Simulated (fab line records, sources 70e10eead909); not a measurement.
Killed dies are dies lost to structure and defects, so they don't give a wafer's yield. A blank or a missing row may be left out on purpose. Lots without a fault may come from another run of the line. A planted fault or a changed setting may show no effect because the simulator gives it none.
Which tool did it? | flow nand_harc | 22 lots, 66 wafers sampled, at 1 step of a route of 1159

WHAT THE GAUGES READ, wafer by wafer
NHARC_A_CHANNEL_HOLE_D1_OVL_MEAS_11. Usual: overlay_x_nm 0.1 nm, standard deviation 0.79; overlay_y_nm 0.1 nm, standard deviation 1.1.
lot  | measured     | on         | overlay_x_nm (nm) | overlay_y_nm (nm) | flag
L076 | day 8 14:44  | overlay-01 | -0.5 -0.6 -0.4    | 0.0 0.1 0.2       |
L075 | day 8 15:07  | overlay-02 | 0.4 0.5 0.6       | 0.5 0.3 0.8       |
L077 | day 8 15:37  | overlay-01 | 0.0 0.0 -0.1      | -1.1 -0.8 -0.3    |
L078 | day 9 05:55  | overlay-01 | -1.6 -1.2 -1.2    | -1.5 -1.6 -1.9    |
L079 | day 9 06:56  | overlay-02 | -0.6 -0.3 -0.6    | 1.3 1.0 1.4       |
L082 | day 10 00:06 | overlay-02 | -1.1 -0.9 -1.2    | 1.5 1.5 1.9       |
L080 | day 10 00:36 | overlay-02 | 0.0 -0.1 -0.1     | -0.9 -1.4 -1.2    |
L081 | day 10 00:50 | overlay-01 | -0.3 -0.6 -0.3    | -0.1 0.0 0.0      |
L083 | day 10 09:19 | overlay-02 | -0.7 -0.6 -0.2    | -0.7 -0.7 -0.6    |
L084 | day 10 09:28 | overlay-01 | 0.6 -0.2 0.5      | 0.0 -0.8 -0.7     |
L088 | day 11 06:07 | overlay-02 | 0.4 -0.3 -0.3     | 0.2 -0.6 -0.1     |
L085 | day 11 06:29 | overlay-02 | -0.1 0.4 0.6      | 2.2 2.2 2.3       |
L086 | day 11 07:56 | overlay-01 | 0.4 0.6 0.2       | 1.2 1.4 1.4       |
L087 | day 11 20:13 | overlay-01 | -0.1 -0.5 -0.3    | -0.2 -0.3 -0.4    |
L090 | day 12 03:35 | overlay-02 | -1.3 -1.2 -1.1    | 3.1 2.6 2.2       |
L089 | day 12 04:32 | overlay-01 | 1.8 1.3 1.5       | -0.4 -0.8 -0.3    |
L092 | day 12 13:35 | overlay-01 | -0.1 0.1 -0.1     | -0.9 -1.1 -0.3    |
L093 | day 12 17:41 | overlay-01 | 0.3 0.0 -0.1      | -1.3 0.0 -1.0     |
L095 | day 13 02:52 | overlay-01 | 0.1 0.2 -0.1      | 0.8 0.8 1.1       |
L094 | day 13 03:03 | overlay-02 | 1.0 0.7 1.7       | 0.1 -0.1 0.1      |
L096 | day 13 13:02 | overlay-01 | 0.5 1.1 0.6       | -1.6 -2.4 -2.1    |
L097 | day 14 01:01 | overlay-02 | 0.1 0.5 0.9       | -0.6 -0.8 -0.3    |

WHICH TOOL RAN EACH LOT (tool, then ch and the chambers of the sampled wafers, then the start)
The record holds no process step before these readings.

WHAT THE TOOLS THEMSELVES READ (means of the sampled wafers that have a number; where no wafer has one, the mark that the record gives instead)
The record holds no such reading with a usual standard deviation.

THE ANSWER, worked out from the rows above alone
Rule: a lot is off if the mean of its wafers that have a number lies more than 3 standard deviations from the usual mean. A lot without any number at a reading at which 4 lots or more have one is off too. The other lots that the step has rows for count as sound. The gauges are gone through in route order, then the tools' own readings, and for those a lot's mean is taken as printed above. The first step at which some lot is off is used, and at that step the reading that is off furthest; a lot without a number counts as furthest.
No lot is off at any reading shown: from this, nothing can be told.

WHAT THE SIMULATOR HAD PUT IN
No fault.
